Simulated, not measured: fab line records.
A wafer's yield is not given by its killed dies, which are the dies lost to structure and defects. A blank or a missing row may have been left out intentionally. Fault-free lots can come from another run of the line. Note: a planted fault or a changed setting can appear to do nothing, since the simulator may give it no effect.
2 desks, one fault | flow n5Finfet | only its own numbers are on each desk; what lay behind them is given at the end

## FOR THE TOOL OWNER'S DESK: pecvd-01
The tool's own readings at N5_BEOL_M3_ILD_DEP_00 (deposits SiOC from DEMS/O2, target thk 79 nm, time 15.3 s): means of the sampled wafers that have a number, for each lot that ran on this tool. Marked OUT: a lot whose mean sits more than 4 standard deviations from the usual mean, which makes it out of limits; the brackets give that distance.
Columns: A = chamberPressureTorr at N5_BEOL_M3_ILD_DEP_00, usual 4.999 Torr; B = heaterPowerW at N5_BEOL_M3_ILD_DEP_00, usual 480 W; C = rfFwdPowerW at N5_BEOL_M3_ILD_DEP_00, usual 493.8 W; D = showerheadPlenumPTorr at N5_BEOL_M3_ILD_DEP_00, usual 5.697 Torr; E = throttleValvePct at N5_BEOL_M3_ILD_DEP_00, usual 11.9 %
lot  | first seen here | A     | B   | C     | D     | E
L683 | day 7 18:53     | 5.000 | 456 | 491.8 | 5.696 | 12.3
L684 | day 7 19:24     | 4.997 | 460 | 493.2 | 5.686 | 12.2
L688 | day 8 08:05     | 5.002 | 451 | 495.8 | 5.684 | 12.6
L692 | day 9 12:16     | 5.001 | 577 | 497.5 | 5.685 | 11.7
L694 | day 10 12:43    | 4.994 | 507 | 493.7 | 5.682 | 12.3
This desk's finding: nothing out of limits on any of the 5 lots.

## AT THE METROLOGY DESK
Means of the sampled wafers that have a number, per lot and without regard to the tool the lot ran on: this is what the gauges read. Marked OUT: a lot whose mean sits more than 4 standard deviations from the usual mean, which makes it out of limits; the brackets give that distance. It has 11 readings, of which 7 appear: the earliest out of limits, and the ones furthest out on some lot.
Columns: A = M3_ILD_THK at N5_BEOL_M3_THK_MEAS_01, usual 78.9 nm; B = IOFF_N at N5_BEOL_M4_RC_MEAS_101, usual 0.15 nA/um; C = IOFF_P at N5_BEOL_M4_RC_MEAS_101, usual 0.19 nA/um; D = ION_N at N5_BEOL_M4_RC_MEAS_101, usual 677 uA/um; E = ION_P at N5_BEOL_M4_RC_MEAS_101, usual 462 uA/um; F = VT_N at N5_BEOL_M4_RC_MEAS_101, usual 250 mV; G = VT_P at N5_BEOL_M4_RC_MEAS_101, usual -251 mV
lot  | first seen here | A               | B    | C    | D   | E   | F   | G
L683 | day 7 18:57     | 79.0            | 0.13 | 0.19 | 678 | 473 | 251 | -250
L684 | day 7 19:28     | 79.7            | 0.13 | 0.16 | 675 | 455 | 250 | -256
L687 | day 8 05:05     | 78.6            | 0.12 | 0.16 | 664 | 458 | 254 | -252
L688 | day 8 08:09     | 78.8            | 0.14 | 0.16 | 667 | 454 | 251 | -256
L692 | day 9 12:20     | 93.6 (+12) OUT  | 0.15 | 0.20 | 669 | 458 | 248 | -252
L694 | day 10 12:48    | 121.5 (+36) OUT | -    | -    | -   | -   | -   | -
L700 | day 11 12:50    | 79.0            | 0.14 | 0.18 | 677 | 461 | 252 | -252
L703 | day 12 11:04    | 79.4            | 0.23 | 0.26 | 706 | 479 | 244 | -246
L704 | day 13 05:16    | 77.8            | 0.14 | 0.22 | 679 | 471 | 252 | -245
This desk finds L692, L694 out of limits, with the earliest case on L692 at day 9 12:20 (M3_ILD_THK at N5_BEOL_M3_THK_MEAS_01). L683, L684, L687, L688, L700, L703, L704: within limits.

## TAKEN TOGETHER
L692, L694 would have let the metrology desk raise an alarm at day 9 12:20.
The desk of the tool owner found nothing out of limits.
On record at the tool owner's desk: L692, L694, within its limits.
Every lot named ran N5_BEOL_M3_ILD_DEP_00 on pecvd-01.

## WHAT THE SIMULATOR PUT IN
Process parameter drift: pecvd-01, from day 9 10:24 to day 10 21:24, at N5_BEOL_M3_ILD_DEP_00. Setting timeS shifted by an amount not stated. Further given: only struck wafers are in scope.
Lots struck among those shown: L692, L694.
Delay in hours, fault start to first out-of-limits reading, per desk: metrology desk 2.
